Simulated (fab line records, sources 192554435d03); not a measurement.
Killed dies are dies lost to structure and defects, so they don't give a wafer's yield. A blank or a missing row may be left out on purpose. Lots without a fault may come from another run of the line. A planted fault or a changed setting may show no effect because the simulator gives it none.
Problem report in the 8D (eight disciplines) form, filled by code | flow n5_finfet | the parts of the form that need people (team, actions taken, sign-off) are left out

1. THE PROBLEM
spin_speed_rpm at N5_BEOL_M4_COAT_62 reads a mean of 1376.9 rpm on 6 wafers of 2 lots; wafers without a fault read 1500.0 rpm with a standard deviation of 1.2. That is -99 or more standard deviations from the usual mean.
The step: time 60 s, resist thk 12 nm.
First seen on wafer L143.1, day 9 06:14, on litho_track-04. The record holds 12 wafers of 4 lots with a number at this step. Rule for "out", or "out of limits": more than 4 standard deviations from the usual mean. The other wafers with a number count as sound.

2. WHAT IT IS AND WHAT IT IS NOT
question                    | is                     | is not
which readings at this step | spin_speed_rpm         | -
which lots                  | L143, L144             | L138, L150
which wafers of those lots  | all that have a number | -
read on which tools         | litho_track-04         | litho_track-05
when                        | from day 9 06:14       | up to then (3 sound wafers); but 3 sound wafers of L150 came after

3. SUSPECTS, AND WHAT RULES EACH OUT
Counting: a tool at a process step up to the reading stays a suspect if it ran every lot that is out and no sound lot after the first of them.
- litho_track-04 at N5_BEOL_M4_COAT_62 (time 60 s, resist thk 12 nm): kept. It ran every lot that is out, first L143 (day 9 06:14), and no sound lot after that; its last sound lot up to then is L138 (day 8 06:37). Its own readings are out on those wafers: spin_speed_rpm.
Left after counting: litho_track-04 at N5_BEOL_M4_COAT_62.

4. THE CAUSE (what the simulator had put in)
Process parameter drift: litho_track-04, from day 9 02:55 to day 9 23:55, at N5_BEOL_M4_COAT_62. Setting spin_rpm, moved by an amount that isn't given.
Counting left only this tool.

5. THE CHAIN OF EFFECTS, in route order
Each row: a reading whose mean over the struck wafers that have a number lies more than 3 standard deviations from the usual. Only readings for which the record gives a usual standard deviation are gone through. hours: the time from each lot's start at the first step in this table that gives one to its start at this step, as a median over the lots. sigmas: the change in usual standard deviations.
hours | step               | reading        | usual      | on struck wafers | change | sigmas
0     | N5_BEOL_M4_COAT_62 | spin_speed_rpm | 1500.0 rpm | 1376.9           | -123.1 | -99 or more
The process steps in it:
- N5_BEOL_M4_COAT_62: time 60 s, resist thk 12 nm.
Later measuring or inspecting steps at which every struck wafer that the step has a row for has a number for every such reading, and none has moved that far: N5_BEOL_M4_RC_MEAS_101.

6. WHAT WOULD HAVE CAUGHT IT SOONER
In this record the first reading out of limits was taken at day 9 06:14, 3 hours after the fault began at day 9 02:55.
